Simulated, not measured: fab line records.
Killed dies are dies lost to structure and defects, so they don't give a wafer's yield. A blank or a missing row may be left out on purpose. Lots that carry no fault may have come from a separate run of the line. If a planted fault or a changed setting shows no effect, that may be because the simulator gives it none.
Struck lot and sound lot, side by side | flow nandHarc | 25 steps out of a route of 1302
Sound: wafers L983.2, L983.4, L983.6. Wafers struck: L988.3, L988.5, L988.6. The cause is given at the end.
Order at every step that has rows: each side's tool, ch and its chambers, its first start. Under that, the readings that differ: sound wafers | struck wafers | difference of the means | sigmas: that difference in standard deviations of wafers without a fault.
alike: readings whose means differ by less than 2 such deviations, and words and numbers that are the same on both sides. not compared: withheld readings, readings that some wafer has no value for, bounds like >300 that may hide the same value, and numbers for which the record gives no deviation and whose values overlap.
The two part at a step that has a row with sigmas, a row that says differs or no value, or rows on one side only. Non-overlapping numbers with no deviation appear without sigmas and do not part them. Lack of a reading on every wafer of one side parts them only where that side has two or more wafers.

first, 1 step without rows for these wafers: NHARC_P_M1_SRD_25.
NHARC_P_M1_INSPECT_27:
  sound on defectInspect-02, day 9 19:20; struck on defectInspect-02, day 11 14:43
  alike: rawDefectCount
NHARC_P_M1_PRE_CLEAN_32: time 12 s.
  sound on pecvd-04 ch 0,2, day 9 19:25; struck on pecvd-03 ch 0,1, day 11 14:48
  alike: heaterPowerW, susceptorTempC
NHARC_P_M1_DEP_33: deposits SiCN, target thk 30 nm.
  sound on pecvd-04 ch 0,2, day 9 19:31; struck on pecvd-03 ch 0,1, day 11 14:56
  alike: heaterPowerW, susceptorTempC
then, 7 steps without rows for these wafers: NHARC_P_M2_DEP_00 (deposits SiOC, target thk 182.5 nm); NHARC_P_M2_DEHYDRATE_01 (time 120 s); NHARC_P_M2_HMDS_02 (time 30 s); NHARC_P_M2_COAT_34 (time 65 s); NHARC_P_M2_COAT_03 (resist thk 90 nm); NHARC_P_M2_SOFTBAKE_04 (time 55 s); NHARC_P_M2_EBR_05.
NHARC_P_M2_EXPOSE_06: exposes mask P M2, target cd 170 nm.
  sound on arfiScanner-03 ch 0, day 9 20:27; struck on arfiScanner-02 ch 0, day 11 15:58
reading           | sound             | struck            | difference | sigmas
exposureDoseMJCm2 | 80.70 80.67 80.75 | 93.38 93.35 93.38 | +12.66     | +99 or more
reticleTempC (C)  | 23.08 23.09 23.05 | 22.72 22.87 22.79 | -0.28      | -3
  alike: mask
then, 2 steps without rows for these wafers: NHARC_P_M2_PEB_07 (peb time 65 s); NHARC_P_M2_DEVELOP_08 (develop time 35 s).
NHARC_P_M2_CD_MEAS_09: target cd 170 nm.
  sound on cdSem-03 ch 0, day 9 20:35; struck on cdSem-03 ch 0, day 11 16:07
reading   | sound             | struck            | difference | sigmas
cdNm (nm) | 170.0 170.1 169.6 | 178.8 177.8 179.0 | +8.6       | +10
NHARC_P_M2_OVL_MEAS_10: pitch 340 nm.
  sound on overlay-02, day 9 20:41; struck on overlay-02, day 11 16:11
  alike: overlayXNm, overlayYNm
NHARC_P_M2_INSPECT_11:
  sound on defectInspect-02, day 9 20:43; struck on defectInspect-01, day 11 16:14
  alike: rawDefectCount
NHARC_P_M2_DESCUM_14: chemistry O2, time 3 s.
  sound on rieDiel-05 ch 0,2,3, day 9 20:47; struck on rieDiel-05 ch 2,3, day 11 16:18
reading              | sound             | struck            | difference | sigmas
model.P_M2.cdNm (nm) | 169.3 169.2 169.4 | 178.7 177.5 179.2 | +9.2       | 
  alike: drypumpMotorCurrentA, oesProductAu, rfVppV, showerheadPlenumPTorr, throttleValvePct
  not compared: rfHoursCounterH
NHARC_P_M2_ETCH_35: etches the open film in N2/H2, target depth 40 nm, overetch 12 nm, time 43.94 s.
  sound on rieDiel-05 ch 1,2,3, day 9 20:52; struck on rieDiel-05 ch 0,1, day 11 16:23
  alike: drypumpMotorCurrentA, oesProductAu, rfVppV, showerheadPlenumPTorr, throttleValvePct
  not compared: rfHoursCounterH
NHARC_P_M2_ETCH_15: etches the open film in C4F8/Ar, target depth 182.5 nm, time 91.2 s.
  sound: rieDiel-05 ch 1,2,3; struck: rieDiel-05 ch 1,2
  alike: oesProductAu, rfVppV
  not compared: rfHoursCounterH
NHARC_P_M2_CD_MEAS_16:
  sound on cdSem-03, day 9 21:05; struck on cdSem-03, day 11 16:36
reading   | sound             | struck            | difference | sigmas
cdNm (nm) | 169.0 169.0 169.0 | 178.5 177.4 179.5 | +9.5       | +9
NHARC_P_M2_STRIP_18: strips in N2/H2.
  sound on rieDiel-01 ch 0,1,2, day 9 21:10; struck on rieDiel-13 ch 0,1,2, day 11 16:43
  alike: drypumpMotorCurrentA, oesProductAu, rfVppV, showerheadPlenumPTorr, throttleValvePct
  not compared: rfHoursCounterH
NHARC_P_M2_ETCH_28: etches the open film in CF4/N2, target depth 30 nm, time 72.99 s.
  sound: rieDiel-01 ch 0,1; struck: rieDiel-13 ch 2,3
reading              | sound             | struck          | difference | sigmas
model.P_M2.cdNm (nm) | 170.1 169.8 170.5 | 179 176.9 179.2 | +8         | 
  alike: drypumpMotorCurrentA, oesProductAu, rfVppV, showerheadPlenumPTorr, throttleValvePct
  not compared: rfHoursCounterH
then, 1 step without rows for these wafers: NHARC_P_M2_STRIP_19 (strips in post etch residue remover, time 600 s).
-- the record jumps here: 19 days lie between the struck wafers' starts before and after (it left off in module P_M2 and takes up again in module END, whose first step shown is number 1302 of the route) --
NHARC_END_SORT_01:
  sound on prober-01 ch 0, day 28 06:14; struck on prober-02 ch 0, day 30 05:32
reading     | sound | struck | difference | sigmas
killedShort | 5 4 4 | 1      | -3         | -2
  alike: defectLimitedYield, killedAtArray, killedAtOther, killedAtPeriphery, killedDies, killedOpen

## WHERE THEY PART
At NHARC_P_M2_EXPOSE_06 first; at NHARC_END_SORT_01 last (within this record only).

WHY: what the simulator had put in
Process parameter drift: arfiScanner-02, from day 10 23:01 on, at NHARC_P_M2_EXPOSE_06. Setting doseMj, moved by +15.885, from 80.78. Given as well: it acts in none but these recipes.
